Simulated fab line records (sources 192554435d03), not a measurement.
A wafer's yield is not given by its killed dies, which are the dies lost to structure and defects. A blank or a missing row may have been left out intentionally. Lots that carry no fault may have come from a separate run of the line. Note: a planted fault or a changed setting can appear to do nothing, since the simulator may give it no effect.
A lot that was struck, set against a sound lot ; flow n5 finfet ; 15 steps out of a route of 1938
Sound: wafers L675.1, L675.3, L675.6. Struck: wafers L689.1, L689.2, L689.6. Last of all comes the cause.
Per side, at each step with rows, come the tool, then ch with its chambers, and then its first start. Under that, the readings that differ: sound wafers ; struck wafers ; difference of the means ; sigmas: that difference in standard deviations of wafers without a fault.
alike: a reading whose means differ by less than 2 such deviations, as well as words and numbers matching on both sides. not compared: withheld readings; readings where some wafer has no value; bounds like >300 that might hide an equal value; numbers whose values overlap and for which the record gives no deviation.
Wherever a step has rows on one side only, a row that says differs or no value, or a row with sigmas, the two part there. Numbers that have no deviation but don't overlap get no sigmas and don't part them. A reading that every wafer of one side lacks parts them only if that side has two wafers or more.

first, 4 steps without rows for these wafers: N5_STI_FIN_REVEAL_PRECLEAN_25 (cleans in SPM, time 90 s); N5_STI_FIN_REVEAL_PRECLEAN_26 (cleans in SC1, time 45 s); N5_STI_FIN_REVEAL_PRECLEAN_29 (cleans in DHF, time 30 s); N5_STI_FIN_REVEAL_SRD_12 (time 30 s).
N5_STI_FIN_REVEAL_RECESS_09: chemistry HF/NH3, target SiO2, afs cycles 11, target depth 42.5 nm, sublimation time 60 s.
  sound on vapor etch-01 ch 0,1, day 2 10:10; struck on vapor etch-02 ch 0,1, day 5 23:43
reading;sound;struck;difference;sigmas
drypump motor current A (A);4.6 4.6 5.0;5.5 5.4 5.6;+0.8;+2
then, 2 steps without rows for these wafers: N5_STI_FIN_REVEAL_STRIP_16 (strips SiNx in H3PO4, target depth 23.8 nm); N5_STI_FIN_REVEAL_PRECLEAN_17 (cleans in NF3:NH3, afs cycles 1, time 20 s, sublimation time 60 s).
N5_STI_FIN_REVEAL_ETCH_34: etches Si in H2, material Si, target depth 0.97 nm.
  sound on rie si-06 ch 0,2,3, day 2 12:16; struck on rie si-06 ch 0,1,2, day 6 01:48
  alike: drypump motor current A, h2 flow sccm, he backside leak sccm, he flow sccm, oes product au, throttle valve pct
  not compared: rf hours counter h
N5_STI_FIN_REVEAL_OXIDATION_31: chemistry O2 PLASMA REMOTE, time 20 s.
  sound on plasma asher-01 ch 0, day 2 12:19; struck on plasma asher-01 ch 0,1, day 6 01:52
  alike: drypump motor current A, heater power w, temp c, temp c max
  not compared: rf hours counter h
then, 3 steps without rows for these wafers: N5_STI_FIN_REVEAL_PRECLEAN_32 (cleans in NF3:NH3, afs cycles 1, time 20 s, sublimation time 60 s); N5_STI_FIN_REVEAL_STRIP_35 (strips Si3N4 in H3PO4, target depth 4 nm, time 39 s); N5_STI_FIN_REVEAL_SRD_21 (time 30 s).
N5_STI_FIN_REVEAL_OXIDATION_33: chemistry O2 PLASMA REMOTE, time 20 s.
  sound on plasma asher-02 ch 0,1, day 2 12:40; struck on plasma asher-01 ch 0,1, day 6 02:13
reading;sound;struck;difference;sigmas
heater power w (W);153 169 154;132 128 127;-30;-3
temp c (C);150.00 150.15 150.08;141.26 141.08 141.07;-8.94;-60
temp c max;150.8 150.9 150.9;142.5 141.7 141.5;-9.0;-29
  alike: drypump motor current A
  not compared: rf hours counter h
then, 1 step without rows for these wafers: N5_STI_FIN_REVEAL_CLEAN_19 (cleans in O3/DIW, time 120 s).
-- the record jumps here: 12 days lie between the struck wafers' starts before and after (it left off in module STI_FIN_REVEAL and takes up again in module BEOL_M4, whose first step shown is number 1111 of the route) --
N5_BEOL_M4_RC_MEAS_101:
  sound on prober-02 ch 0, day 15 11:37; struck on prober-01 ch 0, day 18 01:56
reading;sound;struck;difference;sigmas
IOFF_P (nA/um);0.24 0.25 0.22;0.12 0.22 0.12;-0.08;-3
VT_N (mV);248 247 248;259 247 260;+8;+2
VT_P (mV);-247 -246 -248;-260 -255 -261;-12;-4
  alike: DIBL_N, DIBL_P, IOFF_N, ION_N, ION_P, SS_N, SS_P

## WHERE THEY PART
Last at N5_BEOL_M4_RC_MEAS_101 as far as this record goes, first at N5_STI_FIN_REVEAL_RECESS_09.

WHY: what the simulator had put in
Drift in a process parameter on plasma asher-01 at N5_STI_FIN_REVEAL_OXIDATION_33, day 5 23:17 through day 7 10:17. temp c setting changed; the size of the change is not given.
